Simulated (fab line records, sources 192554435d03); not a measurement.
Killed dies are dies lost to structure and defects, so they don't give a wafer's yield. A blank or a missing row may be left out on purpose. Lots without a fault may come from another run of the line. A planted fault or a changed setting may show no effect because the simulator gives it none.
Chamber matching | flow n5_finfet | N5_BEOL_M5_PRE_CLEAN_77 on cvd_co-01: 3 sister chambers
The step time 15 s. 3 wafers are shown with their chamber, then 10 later ones without.

WAFERS WITH THEIR CHAMBER
wafer  | chamber | heater_power_w (W)
L093.2 | 0       | 53
L092.1 | 1       | 117
L092.2 | 2       | 70

WAFERS WITHOUT THEIR CHAMBER
wafer  | heater_power_w (W)
L092.3 | 51
L092.4 | 118
L092.5 | 72
L092.6 | 52
L094.2 | 70
L094.4 | 53
L094.5 | 115
L097.1 | 52
L097.3 | 71
L097.6 | 52

WHICH CHAMBER EACH WENT THROUGH
wafer  | from the rows above | in truth
L092.3 | 0                   | 0
L092.4 | 1                   | 1
L092.5 | 2                   | 2
L092.6 | 0                   | 0
L094.2 | 2                   | 2
L094.4 | 0                   | 0
L094.5 | 1                   | 1
L097.1 | 0                   | 0
L097.3 | 2                   | 2
L097.6 | 0                   | 0
Placed correctly: 10 of 10. Can't be placed from these rows: 0. Placed wrongly: 0.
How it was worked out, from the rows above alone: a wafer's distance from a chamber is the root of the sum, over the readings, of the square of ((its reading less the chamber's mean) divided by the reading's scatter). The wafer belongs to the nearest chamber; if the next one is less than 2 further off, it can't be placed. A chamber's mean is the mean of its shown wafers. The scatter: with one shown wafer a chamber, the root of the mean of the squares of how far each hidden wafer lies from its nearest shown one.
